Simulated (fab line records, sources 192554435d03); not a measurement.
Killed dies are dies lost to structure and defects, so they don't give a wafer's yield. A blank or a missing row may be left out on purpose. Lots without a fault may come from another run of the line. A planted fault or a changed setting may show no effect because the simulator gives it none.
Chamber matching | flow n5_finfet | N5_BEOL_M7_STRIP_19 on rie_diel-06: 4 sister chambers
The step strips in O2. 4 wafers are shown with their chamber, then 8 later ones without.

WAFERS WITH THEIR CHAMBER
wafer  | chamber | showerhead_plenum_p_Torr (Torr)
L090.1 | 3       | 2.02
L090.4 | 1       | 2.20
L090.5 | 0       | 2.14
L092.3 | 2       | 2.20

WAFERS WITHOUT THEIR CHAMBER
wafer  | showerhead_plenum_p_Torr (Torr)
L092.4 | 2.02
L092.6 | 2.14
L093.1 | 2.19
L093.2 | 2.20
L093.4 | 2.02
L097.2 | 2.01
L097.4 | 2.20
L097.5 | 2.20

WHICH CHAMBER EACH WENT THROUGH
wafer  | from the rows above     | in truth
L092.4 | 3                       | 3
L092.6 | 0                       | 0
L093.1 | can't be placed: 1 or 2 | 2
L093.2 | can't be placed: 1 or 2 | 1
L093.4 | 3                       | 3
L097.2 | 3                       | 3
L097.4 | can't be placed: 1 or 2 | 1
L097.5 | can't be placed: 1 or 2 | 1
Placed correctly: 4 of 8. Can't be placed from these rows: 4 (the true chamber is among the candidates in 4). Placed wrongly: 0.
How it was worked out, from the rows above alone: a wafer's distance from a chamber is the root of the sum, over the readings, of the square of ((its reading less the chamber's mean) divided by the reading's scatter). The wafer belongs to the nearest chamber; if the next one is less than 2 further off, it can't be placed. A chamber's mean is the mean of its shown wafers. The scatter: with one shown wafer a chamber, the root of the mean of the squares of how far each hidden wafer lies from its nearest shown one.
